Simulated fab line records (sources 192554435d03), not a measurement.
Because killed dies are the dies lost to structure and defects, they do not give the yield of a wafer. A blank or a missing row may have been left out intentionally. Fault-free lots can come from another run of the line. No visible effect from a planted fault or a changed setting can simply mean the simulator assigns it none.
Chamber matching :: flow n5-finfet :: N5_BEOL_M0_SAQP_PECVD_96 on pecvd-03: 3 sister chambers
The step deposits a-Si from SiH4/He, target thk 45 nm, time 45.2 s. 6 wafers are shown with their chamber, then 9 later ones without.

== WAFERS PAIRED WITH THEIR CHAMBERS ==
wafer: L079.4
chamber: 2
throttle-valve-pct (%): 18.5
heater-power-w (W): 584

wafer: L086.1
chamber: 2
throttle-valve-pct (%): 18.6
heater-power-w (W): 575

wafer: L086.3
chamber: 0
throttle-valve-pct (%): 17.8
heater-power-w (W): 737

wafer: L086.4
chamber: 0
throttle-valve-pct (%): 18.0
heater-power-w (W): 739

wafer: L090.3
chamber: 1
throttle-valve-pct (%): 19.8
heater-power-w (W): 571

wafer: L090.5
chamber: 1
throttle-valve-pct (%): 19.8
heater-power-w (W): 576

== WAFERS MISSING THEIR CHAMBER ==
wafer: L091.1
throttle-valve-pct (%): 19.9
heater-power-w (W): 562

wafer: L091.3
throttle-valve-pct (%): 19.5
heater-power-w (W): 576

wafer: L091.5
throttle-valve-pct (%): 20.0
heater-power-w (W): 575

wafer: L093.3
throttle-valve-pct (%): 19.8
heater-power-w (W): 499

wafer: L093.5
throttle-valve-pct (%): 19.7
heater-power-w (W): 501

wafer: L093.6
throttle-valve-pct (%): 18.3
heater-power-w (W): 625

wafer: L095.1
throttle-valve-pct (%): 17.0
heater-power-w (W): 529

wafer: L095.2
throttle-valve-pct (%): 19.8
heater-power-w (W): 561

wafer: L095.4
throttle-valve-pct (%): 19.8
heater-power-w (W): 566

== EACH ONE'S CHAMBER ==
wafer: L091.1
from the rows above: 1
in truth: 1

wafer: L091.3
from the rows above: 1
in truth: 1

wafer: L091.5
from the rows above: 1
in truth: 1

wafer: L093.3
from the rows above: 1
in truth: 1

wafer: L093.5
from the rows above: 1
in truth: 1

wafer: L093.6
from the rows above: 2
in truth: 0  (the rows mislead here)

wafer: L095.1
from the rows above: 2
in truth: 2

wafer: L095.2
from the rows above: 1
in truth: 1

wafer: L095.4
from the rows above: 1
in truth: 1
Correctly placed: 8 of 9. From these rows, 0 cannot be placed. Wrongly placed: 1.
How it was worked out, from the rows above alone: a wafer's distance from a chamber is the root of the sum, over the readings, of the square of ((its reading less the chamber's mean) divided by the reading's scatter). The wafer belongs to the nearest chamber; if the next one is less than 2 further off, it can't be placed. Each chamber's mean is taken over the wafers shown for it. The scatter: the root of (the sum of the squares of (reading less its chamber's mean) over the shown wafers, divided by (wafers less chambers)).
